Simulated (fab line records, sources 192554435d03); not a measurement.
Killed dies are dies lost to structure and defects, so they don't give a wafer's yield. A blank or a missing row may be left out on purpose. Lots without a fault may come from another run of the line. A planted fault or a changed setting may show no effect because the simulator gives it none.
Which tool did it? | flow n5_finfet | 8 lots, 24 wafers sampled, at 5 steps of a route of 1938

WHAT THE GAUGES READ, wafer by wafer
N5_BEOL_M4_RC_MEAS_101. Usual: DIBL_N 36.4 mV/V, standard deviation 1.5; DIBL_P 36.4 mV/V, standard deviation 1.6; IOFF_N 0.164 nA/um, standard deviation 0.025; IOFF_P 0.214 nA/um, standard deviation 0.028; ION_N 675 uA/um, standard deviation 9.9; ION_P 463 uA/um, standard deviation 6.5; SS_N 71.5 mV/dec, standard deviation 0.5; SS_P 73.3 mV/dec, standard deviation 0.56; VT_N 249.2 mV, standard deviation 2.7; VT_P -250.1 mV, standard deviation 2.8.
lot  | measured     | on        | DIBL_N (mV/V)  | DIBL_P (mV/V)  | IOFF_N (nA/um)    | IOFF_P (nA/um)    | ION_N (uA/um) | ION_P (uA/um) | SS_N (mV/dec)  | SS_P (mV/dec)  | VT_N (mV)         | VT_P (mV)            | flag
L434 | day 8 15:07  | prober-01 | 36.4 34.1 35.7 | 36.9 34.1 35.4 | 0.153 0.111 0.134 | 0.173 0.145 0.160 | 671 657 656   | 455 440 447   | 71.8 70.8 71.7 | 73.3 72.7 73.6 | 248.6 256.2 252.8 | -253.4 -257.7 -254.4 |
L445 | day 11 03:19 | prober-01 | 37.4 37.2 37.9 | 38.4 38.6 38.8 | 0.186 0.181 0.203 | 0.244 0.239 0.244 | 676 677 679   | 466 464 458   | 71.7 71.7 72.0 | 73.3 73.4 73.5 | 248.0 249.7 248.6 | -251.3 -250.6 -246.8 |
L452 | day 13 03:38 | prober-02 | 35.1 34.7 35.5 | 34.9 34.4 35.5 | 0.159 0.146 0.157 | 0.175 0.169 0.187 | 681 674 667   | 458 457 455   | 71.7 71.1 71.8 | 73.1 73.1 72.9 | 250.2 249.3 249.2 | -254.8 -252.5 -254.0 |
L453 | day 13 16:01 | prober-02 | 35.5 36.0 36.3 | 35.8 36.8 36.5 | 0.140 0.158 0.155 | 0.200 0.221 0.216 | 660 670 665   | 457 465 464   | 71.3 72.0 71.7 | 72.4 73.2 72.3 | 250.5 249.4 251.5 | -249.5 -250.0 -250.7 |
L454 | day 13 15:23 | prober-02 | 37.4 36.6 37.8 | 37.1 36.1 36.8 | 0.184 0.164 0.174 | 0.225 0.212 0.218 | 675 674 678   | 464 457 459   | 71.4 71.6 71.2 | 73.8 73.7 74.1 | 246.9 251.0 249.6 | -250.5 -251.4 -249.9 |

WHICH TOOL RAN EACH LOT (tool, then ch and the chambers of the sampled wafers, then the start)
lot  | N5_FIN_CUT_ETCH_30                | N5_FIN_CUT_ETCH_20                | N5_FIN_CUT_CUT_ETCH_27            | N5_FIN_CUT_CUT_ETCH_28
L434 | rie_diel-03 ch 0,2,3, day 2 20:51 | rie_diel-03 ch 0,2,3, day 2 20:52 | rie_diel-03 ch 0,2,3, day 2 21:17 | rie_si-02 ch 1,3, day 2 21:30
L442 | rie_diel-05 ch 0,2,3, day 4 22:43 | rie_diel-05 ch 0,2,3, day 4 22:44 | rie_diel-05 ch 0,2,3, day 4 23:10 | rie_si-02 ch 0,1,2, day 4 23:30
L443 | rie_diel-05 ch 0,1,3, day 5 03:02 | rie_diel-05 ch 0,1,3, day 5 03:04 | rie_diel-05 ch 0,1,3, day 5 03:29 | rie_si-05 ch 1,2,3, day 5 03:41
L444 | rie_diel-06 ch 0,3, day 5 10:56   | rie_diel-06 ch 0,3, day 5 10:57   | rie_diel-06 ch 0,3, day 5 11:23   | rie_si-02 ch 0,1,3, day 5 11:50
L445 | rie_diel-06 ch 1,2,3, day 5 15:26 | rie_diel-06 ch 1,2,3, day 5 15:27 | rie_diel-06 ch 1,2,3, day 5 15:53 | rie_si-05 ch 0,2,3, day 5 16:05
L452 | rie_diel-03 ch 1,2,3, day 7 09:54 | rie_diel-03 ch 1,2,3, day 7 09:55 | rie_diel-03 ch 1,2,3, day 7 10:21 | rie_si-05 ch 0,2,3, day 7 10:33
L453 | rie_diel-05 ch 2,3, day 7 15:02   | rie_diel-05 ch 2,3, day 7 15:03   | rie_diel-05 ch 2,3, day 7 15:29   | rie_si-05 ch 0,1,2, day 7 15:41
L454 | rie_diel-05 ch 0,2,3, day 7 21:32 | rie_diel-05 ch 0,2,3, day 7 21:33 | rie_diel-05 ch 0,2,3, day 7 21:59 | rie_si-05 ch 0,1,2, day 7 22:14
- N5_FIN_CUT_ETCH_30: etches underlayer in N2/H2, target depth 13 nm, time 10.4 s.
- N5_FIN_CUT_ETCH_20: etches SiARC in CF4, target depth 26 nm, time 43.3 s.
- N5_FIN_CUT_CUT_ETCH_27: etches SiO2 in CHF3/O2, target depth 4 nm, overetch 2 nm, time 4.9 s.
- N5_FIN_CUT_CUT_ETCH_28: etches Si in HBr/Cl2/O2, target depth 6 nm, time 2.4 s.

WHAT THE TOOLS THEMSELVES READ (means of the sampled wafers that have a number; where no wafer has one, the mark that the record gives instead)
N5_FIN_CUT_ETCH_30. Usual: bias_w 150.0 W, standard deviation 0.48; chamber_pressure_mTorr 29.997 mTorr, standard deviation 0.029; drypump_motor_current_A 5.4 A, standard deviation 0.43; etch_rf_on_time_s 10.46 s, standard deviation 0.14; oes_product_au 0.66 a.u., standard deviation 0.062; rf_vpp_V 524.3 V, standard deviation 2.2; showerhead_plenum_p_Torr 2.55 Torr, standard deviation 0.082; throttle_valve_pct 17.84 %, standard deviation 0.25.
lot  | tool        | bias_w (W) | chamber_pressure_mTorr (mTorr) | drypump_motor_current_A (A) | etch_rf_on_time_s (s) | oes_product_au (a.u.) | rf_vpp_V (V) | showerhead_plenum_p_Torr (Torr) | throttle_valve_pct (%) | flag
L434 | rie_diel-03 | 150.0      | 29.989                         | 5.1                         | 10.43                 | 0.67                  | 524.7        | 2.58                            | 17.70                  |
L442 | rie_diel-05 | 150.1      | 30.005                         | 5.6                         | 10.46                 | 0.64                  | 525.0        | 2.57                            | 17.81                  |
L443 | rie_diel-05 | 150.0      | 30.000                         | 5.4                         | 10.44                 | 0.64                  | 523.0        | 2.53                            | 17.80                  |
L444 | rie_diel-06 | 150.0      | 29.977                         | 6.4                         | 10.40                 | 0.75                  | 523.8        | 2.55                            | 17.65                  |
L445 | rie_diel-06 | 150.0      | 29.998                         | 6.0                         | 10.38                 | 0.74                  | 524.3        | 2.55                            | 17.89                  |
L452 | rie_diel-03 | 150.0      | 29.994                         | 5.0                         | 10.37                 | 0.64                  | 524.3        | 2.56                            | 17.74                  |
L453 | rie_diel-05 | 150.0      | 30.000                         | 5.8                         | 10.56                 | 0.60                  | 524.6        | 2.55                            | 18.09                  |
L454 | rie_diel-05 | 150.2      | 29.963                         | 5.6                         | 10.66                 | 0.62                  | 525.5        | 2.56                            | 17.84                  |

N5_FIN_CUT_ETCH_20. Usual: bias_w 35.99 W, standard deviation 0.12; cf4_flow_sccm 100.00 sccm, standard deviation 0.28; drypump_motor_current_A 5.4 A, standard deviation 0.43; etch_rf_on_time_s 43.5 s, standard deviation 0.58; oes_product_au 0.66 a.u., standard deviation 0.062; rf_vpp_V 184.2 V, standard deviation 1.1; showerhead_plenum_p_Torr 2.15 Torr, standard deviation 0.064; throttle_valve_pct 15.63 %, standard deviation 0.2.
lot  | tool        | bias_w (W) | cf4_flow_sccm (sccm) | drypump_motor_current_A (A) | etch_rf_on_time_s (s) | oes_product_au (a.u.) | rf_vpp_V (V) | showerhead_plenum_p_Torr (Torr) | throttle_valve_pct (%) | flag
L434 | rie_diel-03 | 35.99      | 100.02               | 5.1                         | 43.4                  | 0.67                  | 184.8        | 2.17                            | 15.49                  |
L442 | rie_diel-05 | 36.01      | 100.02               | 5.6                         | 43.5                  | 0.64                  | 184.7        | 2.17                            | 15.63                  |
L443 | rie_diel-05 | 36.10      | 100.25               | 5.4                         | 43.5                  | 0.64                  | 184.5        | 2.14                            | 15.65                  |
L444 | rie_diel-06 | 36.16      | 99.96                | 6.4                         | 43.3                  | 0.75                  | 183.8        | 2.15                            | 15.48                  |
L445 | rie_diel-06 | 35.95      | 99.84                | 5.9                         | 43.2                  | 0.74                  | 183.8        | 2.15                            | 15.61                  |
L452 | rie_diel-03 | 35.95      | 99.78                | 5.0                         | 43.4                  | 0.65                  | 183.7        | 2.17                            | 15.57                  |
L453 | rie_diel-05 | 36.08      | 99.91                | 5.8                         | 44.1                  | 0.60                  | 184.1        | 2.16                            | 15.83                  |
L454 | rie_diel-05 | 35.99      | 99.89                | 5.6                         | 44.1                  | 0.62                  | 184.2        | 2.17                            | 15.66                  |

N5_FIN_CUT_CUT_ETCH_27. Usual: CHF3_flow_sccm 50.00 sccm, standard deviation 0.14; O2_flow_sccm 4.998 sccm, standard deviation 0.013; drypump_motor_current_A 5.4 A, standard deviation 0.43; oes_f_703_au 0.77 a.u., standard deviation 0.069; oes_product_au 0.61 a.u., standard deviation 0.055; rf_vpp_V 523 V, standard deviation 5.7; showerhead_plenum_p_Torr 2.42 Torr, standard deviation 0.073; throttle_valve_pct 18.85 %, standard deviation 0.19.
lot  | tool        | CHF3_flow_sccm (sccm) | O2_flow_sccm (sccm) | drypump_motor_current_A (A) | oes_f_703_au (a.u.) | oes_product_au (a.u.) | rf_vpp_V (V) | showerhead_plenum_p_Torr (Torr) | throttle_valve_pct (%) | flag
L434 | rie_diel-03 | 50.10                 | 5.007               | 5.1                         | 0.78                | 0.62                  | 526          | 2.45                            | 18.70                  |
L442 | rie_diel-05 | 49.78                 | 4.991               | 5.6                         | 0.74                | 0.59                  | 521          | 2.45                            | 18.85                  |
L443 | rie_diel-05 | 49.94                 | 4.998               | 5.4                         | 0.75                | 0.60                  | 521          | 2.41                            | 18.85                  |
L444 | rie_diel-06 | 50.04                 | 4.994               | 6.4                         | 0.88                | 0.69                  | 524          | 2.42                            | 18.75                  |
L445 | rie_diel-06 | 50.02                 | 5.008               | 5.9                         | 0.85                | 0.68                  | 529          | 2.42                            | 18.87                  |
L452 | rie_diel-03 | 49.95                 | 4.989               | 5.0                         | 0.75                | 0.60                  | 519          | 2.44                            | 18.79                  |
L453 | rie_diel-05 | 49.87                 | 4.994               | 5.8                         | 0.70                | 0.56                  | 524          | 2.42                            | 19.02                  |
L454 | rie_diel-05 | 49.96                 | 5.009               | 5.6                         | 0.72                | 0.58                  | 522          | 2.44                            | 18.87                  |

N5_FIN_CUT_CUT_ETCH_28. Usual: HBr_flow_sccm 150.0 sccm, standard deviation 0.43; O2_flow_sccm 12.00 sccm, standard deviation 0.03; drypump_motor_current_A 5.4 A, standard deviation 0.47; oes_product_au 1.001 a.u., standard deviation 0.016; throttle_valve_pct 37.07 %, standard deviation 0.19.
lot  | tool      | HBr_flow_sccm (sccm) | O2_flow_sccm (sccm) | drypump_motor_current_A (A) | oes_product_au (a.u.) | throttle_valve_pct (%) | flag
L434 | rie_si-02 | 150.1                | 12.01               | 5.2                         | 0.990                 | 36.91                  |
L442 | rie_si-02 | -                    | -                   | -                           | -                     | -                      | OFF
L443 | rie_si-05 | -                    | -                   | -                           | -                     | -                      | OFF
L444 | rie_si-02 | -                    | -                   | -                           | -                     | -                      | OFF
L445 | rie_si-05 | 149.6                | 11.98               | 5.5                         | 1.006                 | 37.17                  |
L452 | rie_si-05 | 150.3                | 11.98               | 5.5                         | 1.012                 | 37.18                  |
L453 | rie_si-05 | 149.8                | 11.99               | 5.4                         | 1.009                 | 37.25                  |
L454 | rie_si-05 | 149.6                | 12.03               | 5.4                         | 1.009                 | 37.25                  |

THE ANSWER, worked out from the rows above alone
Rule: a lot is off if the mean of its wafers that have a number lies more than 3 standard deviations from the usual mean. A lot without any number at a reading at which 4 lots or more have one is off too. The other lots that the step has rows for count as sound. The gauges are gone through in route order, then the tools' own readings, and for those a lot's mean is taken as printed above. The first step at which some lot is off is used, and at that step the reading that is off furthest; a lot without a number counts as furthest.
Off: L442, L443, L444, at N5_FIN_CUT_CUT_ETCH_28 (HBr_flow_sccm). Without a number there: L442, L443, L444.
A tool fits if, at that step or a process step before it, it ran every lot that is off, and no sound lot after the first of them. None of those tried fits.

WHAT THE SIMULATOR HAD PUT IN
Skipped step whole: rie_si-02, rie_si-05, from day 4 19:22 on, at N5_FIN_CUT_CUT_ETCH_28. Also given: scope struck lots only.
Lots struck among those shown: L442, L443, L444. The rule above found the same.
